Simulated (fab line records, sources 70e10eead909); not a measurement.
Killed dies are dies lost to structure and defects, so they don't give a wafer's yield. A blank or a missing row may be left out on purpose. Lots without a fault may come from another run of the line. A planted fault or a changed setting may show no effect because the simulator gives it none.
Which tool did it? | flow nand_harc | 24 lots, 72 wafers sampled, at 6 steps of a route of 1302

WHAT THE GAUGES READ, wafer by wafer
NHARC_A_ONON_D1_THK_MEAS_02: measures by ellipsometry. Usual: thk_nm 995 nm, standard deviation 8.8.
lot  | measured     | on            | thk_nm (nm)    | flag
L074 | day 7 14:07  | film_metro-01 | 979 976 977    |
L076 | day 8 09:01  | film_metro-02 | 1008 1006 1006 |
L075 | day 8 09:01  | film_metro-01 | 1000 1000 1000 |
L077 | day 9 01:14  | film_metro-01 | 981 980 982    |
L078 | day 9 06:19  | film_metro-02 | 1003 1004 1004 |
L079 | day 9 23:47  | film_metro-01 | 988 988 988    |
L080 | day 10 09:23 | film_metro-02 | 996 994 995    |
L081 | day 10 22:14 | film_metro-02 | 1010 1012 1010 |
L082 | day 11 03:04 | film_metro-01 | 993 995 992    |
L083 | day 11 23:16 | film_metro-01 | 996 997 997    |
L085 | day 12 08:02 | film_metro-02 | 988 993 991    |
L084 | day 12 08:02 | film_metro-01 | 1002 1003 1002 |
L086 | day 12 22:21 | film_metro-01 | 1007 1006 1008 |
L087 | day 12 22:23 | film_metro-01 | 984 983 981    |
L089 | day 13 18:50 | film_metro-02 | 985 982 983    |
L088 | day 13 18:51 | film_metro-01 | 985 985 985    |
L090 | day 14 06:49 | film_metro-02 | 986 988 987    |
L091 | day 14 23:13 | film_metro-01 | 996 997 997    |
L092 | day 15 03:18 | film_metro-01 | 1004 1006 1004 |
L093 | day 15 13:41 | film_metro-02 | 995 995 995    |
L094 | day 15 23:16 | film_metro-01 | 1001 1003 1001 |
L095 | day 16 14:38 | film_metro-01 | 997 997 997    |
L096 | day 16 19:04 | film_metro-01 | 995 993 993    |
L097 | day 17 07:21 | film_metro-01 | 996 997 999    |

NHARC_A_ONON_D1_THK_MEAS_21: measures by ellipsometry. Usual: thk_nm 1000 nm, standard deviation 7.
lot  | measured     | on            | thk_nm (nm)    | flag
L074 | day 8 00:45  | film_metro-01 | 1008 1008 1008 |
L076 | day 8 20:49  | film_metro-01 | 1005 1006 1006 |
L075 | day 8 20:52  | film_metro-02 | 1003 1003 1005 |
L077 | day 9 12:07  | film_metro-01 | 1006 1007 1005 |
L078 | day 9 16:53  | film_metro-02 | 1010 1011 1011 |
L079 | day 10 14:28 | film_metro-01 | 1004 1005 1003 |
L080 | day 10 23:39 | film_metro-02 | 997 995 999    |
L081 | day 11 08:36 | film_metro-02 | 986 987 987    |
L082 | day 11 13:52 | film_metro-02 | 993 994 992    |
L083 | day 12 12:34 | film_metro-01 | 997 995 996    |
L085 | day 12 20:03 | film_metro-02 | 1007 1006 1007 |
L084 | day 12 20:04 | film_metro-01 | 1012 1011 1012 |
L086 | day 13 09:18 | film_metro-01 | 998 999 997    |
L087 | day 13 09:18 | film_metro-02 | 1001 1003 1003 |
L089 | day 14 06:28 | film_metro-01 | 995 995 992    |
L088 | day 14 06:29 | film_metro-02 | 1006 1005 1006 |
L090 | day 14 18:46 | film_metro-01 | 994 996 996    |
L091 | day 15 09:38 | film_metro-02 | 1007 1008 1006 |
L092 | day 15 13:56 | film_metro-01 | 991 993 992    |
L093 | day 16 02:13 | film_metro-02 | 997 997 996    |
L094 | day 16 09:42 | film_metro-01 | 993 992 992    |
L095 | day 17 01:36 | film_metro-01 | 993 992 993    |
L096 | day 17 05:44 | film_metro-01 | 997 996 997    |
L097 | day 17 17:56 | film_metro-01 | 991 991 991    |

NHARC_A_CHANNEL_HOLE_D1_OVL_MEAS_11. Usual: overlay_x_nm 0.2 nm, standard deviation 1; overlay_y_nm 0.0 nm, standard deviation 0.85.
lot  | measured     | on         | overlay_x_nm (nm) | overlay_y_nm (nm) | flag
L074 | day 8 06:18  | overlay-01 | 1.2 0.8 1.5       | 0.3 -0.1 0.2      |
L076 | day 9 01:43  | overlay-02 | 0.8 1.0 0.9       | 0.2 0.3 0.3       |
L075 | day 9 02:46  | overlay-01 | 0.6 0.7 0.4       | -0.4 -0.4 -0.1    |
L077 | day 9 19:22  | overlay-02 | 0.4 0.4 0.8       | 0.1 0.4 0.8       |
L078 | day 9 21:49  | overlay-01 | 0.9 0.6 0.3       | 0.7 1.2 1.1       |
L079 | day 10 19:47 | overlay-02 | -0.1 -0.1 -0.4    | -0.1 -0.2 -0.1    |
L080 | day 11 05:29 | overlay-01 | 0.6 1.0 0.3       | -0.4 -0.5 -0.5    |
L081 | day 11 14:32 | overlay-01 | 0.3 -0.2 0.3      | -0.2 0.2 -0.3     |
L082 | day 12 02:17 | overlay-02 | 1.1 1.9 1.5       | 2.2 1.4 1.3       |
L083 | day 12 22:09 | overlay-01 | -0.8 -0.4 -0.5    | 0.6 0.7 0.8       |
L085 | day 13 03:47 | overlay-01 | -2.7 -2.6 -2.9    | -0.2 0.4 0.4      |
L084 | day 13 03:05 | overlay-02 | 0.3 -0.1 0.5      | -1.6 -1.2 -1.0    |
L086 | day 13 15:40 | overlay-01 | 0.4 0.1 0.7       | -0.4 -0.5 -0.4    |
L087 | day 13 16:36 | overlay-02 | -0.5 -0.1 -0.1    | -0.4 -0.1 0.2     |
L089 | day 14 12:22 | overlay-02 | 0.1 -0.3 -0.2     | 0.1 0.4 0.2       |
L088 | day 14 14:09 | overlay-02 | 1.2 1.0 1.0       | -0.6 -0.4 -0.7    |
L090 | day 14 23:43 | overlay-01 | -0.9 -0.8 -0.5    | 0.6 0.9 0.3       |
L091 | day 15 16:19 | overlay-01 | 1.4 1.4 1.3       | -0.1 0.1 0.1      |
L092 | day 15 18:58 | overlay-02 | -0.2 -0.5 -0.6    | -2.2 -2.4 -2.4    |
L093 | day 16 10:15 | overlay-01 | 1.7 1.4 1.8       | -0.7 -1.0 -0.8    |
L094 | day 16 14:37 | overlay-01 | 0.1 0.8 0.6       | 0.0 0.2 -0.1      |
L095 | day 17 10:18 | overlay-02 | -0.6 -0.6 -0.7    | -0.5 -0.4 -0.7    |
L096 | day 17 10:46 | overlay-01 | -0.9 -0.7 -1.0    | 0.4 1.3 0.5       |
L097 | day 17 23:23 | overlay-01 | 0.3 -0.2 0.1      | 0.4 1.2 0.8       |

NHARC_A_CHANNEL_HOLE_D2_OVL_MEAS_11. Usual: overlay_x_nm 0.2 nm, standard deviation 0.9; overlay_y_nm 0.2 nm, standard deviation 0.8.
lot  | measured     | on         | overlay_x_nm (nm) | overlay_y_nm (nm) | flag
L074 | day 12 15:19 | overlay-02 | -0.9 -1.0 -1.3    | -0.4 -0.9 -0.2    |
L076 | day 13 13:43 | overlay-02 | -0.9 -0.8 -0.7    | 0.9 1.5 1.2       |
L075 | day 13 14:41 | overlay-02 | 0.4 0.9 0.8       | 1.6 1.3 1.6       |
L077 | day 14 08:10 | overlay-01 | -0.9 -0.5 -0.1    | -0.3 -1.0 -0.6    |
L078 | day 14 07:58 | overlay-02 | 1.3 1.3 1.0       | -0.1 -0.2 -0.6    |
L079 | day 15 08:19 | overlay-01 | 1.0 0.4 0.7       | 0.0 -0.3 -0.3     |
L080 | day 15 16:07 | overlay-02 | 0.9 0.9 0.7       | -0.3 0.2 -0.6     |
L081 | day 16 12:01 | overlay-01 | 1.4 1.7 1.6       | 0.8 0.7 1.0       |
L082 | day 16 16:45 | overlay-01 | 0.2 0.2 0.5       | 0.3 -0.1 0.5      |
L083 | day 17 13:02 | overlay-02 | 0.5 0.2 0.0       | 1.4 1.8 1.4       |
L085 | day 17 21:37 | overlay-01 | 1.5 1.1 1.2       | 0.6 0.8 0.6       |
L084 | day 17 13:12 | overlay-02 | -0.7 -0.5 -0.2    | -0.5 -0.1 -0.7    |
L086 | day 18 06:37 | overlay-02 | -0.9 -0.6 -1.0    | -0.6 -1.1 -0.4    |
L087 | day 18 08:35 | overlay-01 | 1.6 1.3 1.0       | -1.3 -1.1 -1.3    |
L089 | day 19 09:07 | overlay-02 | -0.2 -0.3 -0.6    | -0.6 -1.2 -0.4    |
L088 | day 19 07:12 | overlay-02 | 1.3 1.6 1.5       | 0.5 0.5 -0.3      |
L090 | day 19 09:33 | overlay-01 | -0.6 -0.1 -0.6    | -0.4 -0.4 -0.7    |
L091 | day 20 07:54 | overlay-01 | -0.6 -0.1 -0.9    | -0.5 -0.5 -0.9    |
L092 | day 20 09:19 | overlay-01 | -0.8 -1.1 -1.1    | 0.8 1.1 1.1       |
L093 | day 21 02:10 | overlay-01 | -0.3 -0.2 -0.1    | 0.8 0.6 1.6       |
L094 | day 21 01:56 | overlay-01 | 0.4 1.1 0.2       | -0.1 -0.4 -0.2    |
L095 | day 22 00:05 | overlay-02 | 0.1 0.5 0.6       | 0.7 0.8 0.4       |
L096 | day 22 00:52 | overlay-02 | -0.9 -0.6 -1.3    | 0.6 0.7 0.9       |
L097 | day 23 01:24 | overlay-02 | 2.0 1.8 2.2       | 0.7 0.5 0.8       |

WHICH TOOL RAN EACH LOT (tool, then ch and the chambers of the sampled wafers, then the start)
lot  | NHARC_A_CHANNEL_HOLE_D1_ETCH_19  | NHARC_A_CHANNEL_HOLE_D1_ETCH_44
L074 | har_etch-02 ch 0,1, day 8 09:46  | rie_diel-08 ch 0,1,3, day 8 14:33
L076 | har_etch-01 ch 0,1, day 9 03:05  | rie_diel-05 ch 0,1, day 9 07:50
L075 | har_etch-02 ch 0,1, day 9 04:10  | rie_diel-08 ch 0,1, day 9 08:50
L077 | har_etch-01 ch 0,1, day 9 20:38  | rie_diel-08 ch 0,1,3, day 10 01:20
L078 | har_etch-02 ch 0,1, day 10 00:07 | rie_diel-08 ch 0,1,2, day 10 04:49
L079 | har_etch-01 ch 0,1, day 10 21:07 | rie_diel-05 ch 0,3, day 11 02:00
L080 | har_etch-01 ch 0,1, day 11 06:46 | rie_diel-08 ch 0,1,3, day 11 11:29
L081 | har_etch-02 ch 0,1, day 11 17:55 | rie_diel-08 ch 1,2, day 11 22:38
L082 | har_etch-01 ch 0,1, day 12 03:36 | rie_diel-08 ch 1,2, day 12 08:23
L083 | har_etch-01 ch 0,1, day 13 02:04 | rie_diel-08 ch 1,2,3, day 13 06:46
L085 | har_etch-01 ch 0,1, day 13 06:12 | rie_diel-09 ch 1,2,3, day 13 10:57
L084 | har_etch-02 ch 0,1, day 13 04:23 | rie_diel-08 ch 0,1,2, day 13 09:04
L086 | har_etch-02 ch 0, day 13 19:08   | rie_diel-08 ch 0,2,3, day 14 04:04
L087 | har_etch-01 ch 0,1, day 13 20:06 | rie_diel-08 ch 0,1, day 14 00:48
L089 | har_etch-02 ch 0,1, day 14 14:07 | rie_diel-08 ch 1,2, day 14 18:49
L088 | har_etch-02 ch 0,1, day 14 18:17 | rie_diel-08 ch 0,1,2, day 14 22:58
L090 | har_etch-01 ch 0,1, day 15 01:00 | rie_diel-08 ch 0,3, day 15 05:46
L091 | har_etch-01 ch 0,1, day 15 20:19 | rie_diel-08 ch 0,1,2, day 16 01:03
L092 | har_etch-01 ch 0,1, day 16 00:28 | rie_diel-08 ch 0,1,2, day 16 05:12
L093 | har_etch-02 ch 0, day 16 11:58   | rie_diel-08 ch 0,2,3, day 16 20:52
L094 | har_etch-01 ch 0,1, day 16 17:41 | rie_diel-08 ch 1,2,3, day 16 22:26
L095 | har_etch-02 ch 0,1, day 17 13:18 | rie_diel-08 ch 0,1,3, day 17 18:03
L096 | har_etch-01 ch 0,1, day 17 14:26 | rie_diel-08 ch 0,3, day 17 19:10
L097 | har_etch-01 ch 0,1, day 18 00:40 | rie_diel-08 ch 0,1,2, day 18 05:22
- NHARC_A_CHANNEL_HOLE_D1_ETCH_19: etches the open film in C4F8/O2/Ar, time 34.5 s.
- NHARC_A_CHANNEL_HOLE_D1_ETCH_44: etches the open film in CF4/O2, target depth 140 nm, overetch 14 nm, time 77 s.

WHAT THE TOOLS THEMSELVES READ (means of the sampled wafers that have a number; where no wafer has one, the mark that the record gives instead)
NHARC_A_CHANNEL_HOLE_D1_ETCH_19. Usual: drypump_motor_current_A 6.0 A, standard deviation 0.37; showerhead_plenum_p_Torr 3.62 Torr, standard deviation 0.15; throttle_valve_pct 37.037 %, standard deviation 0.0089.
lot  | tool        | drypump_motor_current_A (A) | showerhead_plenum_p_Torr (Torr) | throttle_valve_pct (%) | flag
L074 | har_etch-02 | 6.1                         | 3.51                            | 37.044                 |
L076 | har_etch-01 | 5.7                         | 3.71                            | 37.034                 |
L075 | har_etch-02 | 6.0                         | 3.54                            | 37.033                 |
L077 | har_etch-01 | 5.7                         | 3.70                            | 37.040                 |
L078 | har_etch-02 | 6.2                         | 3.49                            | 37.043                 |
L079 | har_etch-01 | 6.0                         | 3.63                            | 37.038                 |
L080 | har_etch-01 | 6.0                         | 3.63                            | 37.027                 |
L081 | har_etch-02 | 6.1                         | 3.48                            | 37.038                 |
L082 | har_etch-01 | 6.0                         | 3.62                            | 37.041                 |
L083 | har_etch-01 | 5.7                         | 3.68                            | 37.039                 |
L085 | har_etch-01 | 5.7                         | 3.68                            | 37.036                 |
L084 | har_etch-02 | 6.1                         | 3.47                            | 37.034                 |
L086 | har_etch-02 | 6.3                         | 3.44                            | 37.039                 |
L087 | har_etch-01 | 5.9                         | 3.61                            | 37.036                 |
L089 | har_etch-02 | 6.1                         | 3.47                            | 37.037                 |
L088 | har_etch-02 | 6.1                         | 3.46                            | 37.034                 |
L090 | har_etch-01 | 5.7                         | 3.66                            | 37.040                 |
L091 | har_etch-01 | 5.7                         | 3.66                            | 37.049                 |
L092 | har_etch-01 | 5.7                         | 3.66                            | 37.030                 |
L093 | har_etch-02 | 6.3                         | 3.99                            | 37.028                 |
L094 | har_etch-01 | 5.7                         | 3.65                            | 37.043                 |
L095 | har_etch-02 | 6.0                         | 3.99                            | 37.034                 |
L096 | har_etch-01 | 5.7                         | 3.64                            | 37.032                 |
L097 | har_etch-01 | 5.7                         | 3.64                            | 37.034                 |

NHARC_A_CHANNEL_HOLE_D1_ETCH_44. Usual: drypump_motor_current_A 5.4 A, standard deviation 0.42; oes_o_777_au 1.000 a.u., standard deviation 0.0048; oes_product_au 0.999 a.u., standard deviation 0.0089; rf_vpp_V 197.4 V, standard deviation 1.5; showerhead_plenum_p_Torr 1.32 Torr, standard deviation 0.061; throttle_valve_pct 13.398 %, standard deviation 0.0084.
lot  | tool        | drypump_motor_current_A (A) | oes_o_777_au (a.u.) | oes_product_au (a.u.) | rf_vpp_V (V) | showerhead_plenum_p_Torr (Torr) | throttle_valve_pct (%) | flag
L074 | rie_diel-08 | 5.3                         | 0.996               | 1.005                 | 197.8        | 1.34                            | 13.403                 |
L076 | rie_diel-05 | 5.6                         | 1.002               | 0.992                 | 195.8        | 1.28                            | 13.397                 |
L075 | rie_diel-08 | 5.0                         | 1.000               | 0.998                 | 197.7        | 1.34                            | 13.399                 |
L077 | rie_diel-08 | 5.3                         | 0.996               | 1.000                 | 197.7        | 1.34                            | 13.399                 |
L078 | rie_diel-08 | 5.2                         | 1.000               | 0.998                 | 196.1        | 1.30                            | 13.400                 |
L079 | rie_diel-05 | 5.7                         | 1.002               | 1.012                 | 197.2        | 1.31                            | 13.401                 |
L080 | rie_diel-08 | 5.3                         | 0.997               | 0.994                 | 198.0        | 1.34                            | 13.401                 |
L081 | rie_diel-08 | 5.3                         | 1.001               | 0.997                 | 195.3        | 1.25                            | 13.401                 |
L082 | rie_diel-08 | 5.1                         | 1.002               | 0.996                 | 196.4        | 1.26                            | 13.403                 |
L083 | rie_diel-08 | 5.5                         | 0.998               | 0.993                 | 197.4        | 1.29                            | 13.404                 |
L085 | rie_diel-09 | 5.5                         | 0.998               | 0.989                 | 198.3        | 1.33                            | 13.387                 |
L084 | rie_diel-08 | 5.2                         | 1.003               | 1.004                 | 196.7        | 1.30                            | 13.399                 |
L086 | rie_diel-08 | 5.5                         | 1.002               | 0.998                 | 198.0        | 1.33                            | 13.397                 |
L087 | rie_diel-08 | 5.0                         | 1.004               | 1.008                 | 197.1        | 1.31                            | 13.394                 |
L089 | rie_diel-08 | 5.3                         | 1.000               | 0.998                 | 196.0        | 1.25                            | 13.400                 |
L088 | rie_diel-08 | 5.2                         | 1.000               | 1.003                 | 197.0        | 1.30                            | 13.398                 |
L090 | rie_diel-08 | 5.4                         | 1.000               | 1.001                 | 198.8        | 1.38                            | 13.399                 |
L091 | rie_diel-08 | 5.2                         | 0.997               | 0.996                 | 197.8        | 1.30                            | 13.399                 |
L092 | rie_diel-08 | 5.2                         | 1.002               | 1.003                 | 196.7        | 1.30                            | 13.400                 |
L093 | rie_diel-08 | 5.6                         | 1.001               | 1.001                 | 197.9        | 1.33                            | 13.396                 |
L094 | rie_diel-08 | 5.5                         | 0.999               | 1.008                 | 196.9        | 1.29                            | 13.395                 |
L095 | rie_diel-08 | 5.3                         | 0.997               | 0.999                 | 197.9        | 1.34                            | 13.394                 |
L096 | rie_diel-08 | 5.7                         | 1.001               | 0.997                 | 197.9        | 1.37                            | 13.391                 |
L097 | rie_diel-08 | 5.2                         | 1.003               | 0.989                 | 196.9        | 1.29                            | 13.398                 |

THE ANSWER, worked out from the rows above alone
Rule: a lot is off if the mean of its wafers that have a number lies more than 3 standard deviations from the usual mean. A lot without any number at a reading at which 4 lots or more have one is off too. The other lots that the step has rows for count as sound. The gauges are gone through in route order, then the tools' own readings, and for those a lot's mean is taken as printed above. The first step at which some lot is off is used, and at that step the reading that is off furthest; a lot without a number counts as furthest.
No lot is off at any reading shown: from this, nothing can be told.

WHAT THE SIMULATOR HAD PUT IN
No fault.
